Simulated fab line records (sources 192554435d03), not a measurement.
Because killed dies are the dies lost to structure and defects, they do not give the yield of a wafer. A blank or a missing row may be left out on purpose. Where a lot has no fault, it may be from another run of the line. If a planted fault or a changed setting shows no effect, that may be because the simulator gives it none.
Which tool was responsible? + flow n5_finfet + 6 lots, 18 wafers sampled, at 4 steps of a route of 1938

WHAT EACH GAUGE READ, for each wafer
N5_PASSIVATION_OVL_MEAS_66.
| lot  | measured     | on         | PASS_OPEN_OVL (nm) |
|------|--------------|------------|--------------------|
| L644 | day 12 06:58 | overlay-02 | -3 -3 -1           |
| L646 | day 13 21:08 | overlay-02 | 0 -7 -3            |
| L648 | day 14 04:44 | overlay-01 | -3 -2 -16          |
| L654 | day 15 18:49 | overlay-01 | -3 8 2             |
| L662 | day 17 23:12 | overlay-02 | -7 -4 -3           |
| L664 | day 19 11:26 | overlay-01 | -3 2 -5            |

WHICH TOOL RAN EACH LOT (tool, then ch and the chambers of the sampled wafers, then the start)
| lot  | N5_BEOL_M0_HM_STRIP_129             | N5_PASSIVATION_STRIP_14            | N5_PASSIVATION_AL_DEP_21     |
|------|-------------------------------------|------------------------------------|------------------------------|
| L644 | wet_bench-06 ch 1,5,6, day 6 04:23  | rie_diel-03 ch 0,2,3, day 12 03:38 | pvd_sputter-03, day 12 04:29 |
| L646 | wet_bench-03 ch 0,2,7, day 7 08:41  | rie_diel-03 ch 1,2,3, day 13 17:43 | pvd_sputter-01, day 13 18:46 |
| L648 | wet_bench-06 ch 0,1,4, day 7 12:39  | rie_diel-03 ch 1,2,3, day 13 23:53 | pvd_sputter-02, day 14 01:53 |
| L654 | wet_bench-05 ch 0,1,5, day 9 04:43  | rie_diel-03 ch 2,3, day 15 15:45   | pvd_sputter-01, day 15 16:17 |
| L662 | wet_bench-06 ch 2,3,4, day 10 22:19 | rie_diel-03 ch 0,2,3, day 17 19:01 | pvd_sputter-02, day 17 20:02 |
| L664 | wet_bench-06 ch 1,4,5, day 11 17:28 | rie_diel-06 ch 1,2, day 19 05:32   | pvd_sputter-01, day 19 07:23 |
- N5_BEOL_M0_HM_STRIP_129: strips TiN in peroxide tin strip, target depth 17 nm, time 108 s.
- N5_PASSIVATION_STRIP_14: strips in O2.
- N5_PASSIVATION_AL_DEP_21: deposits Al, target thk 2800 nm, time 170 s.

THE ANSWER, worked out from the rows above alone
Rule: the lots themselves supply what counts as usual. The widest of any qualifying gaps counts: lots, ordered by their means at a reading, are off when they make up no more than a third of the lots, leave a main group of 4 or more, and stand apart from it by 3 or more times the standard deviation of that group's means. A main group whose means are all the same, to the digits that the tables above print for the reading, isn't used. Also off: a lot with no number at a reading for which 4 or more lots have one. All remaining lots with rows at the step are treated as sound.
No lot is off on any of the readings shown, so nothing can be concluded from this.

WHAT WAS PUT IN BY THE SIMULATOR
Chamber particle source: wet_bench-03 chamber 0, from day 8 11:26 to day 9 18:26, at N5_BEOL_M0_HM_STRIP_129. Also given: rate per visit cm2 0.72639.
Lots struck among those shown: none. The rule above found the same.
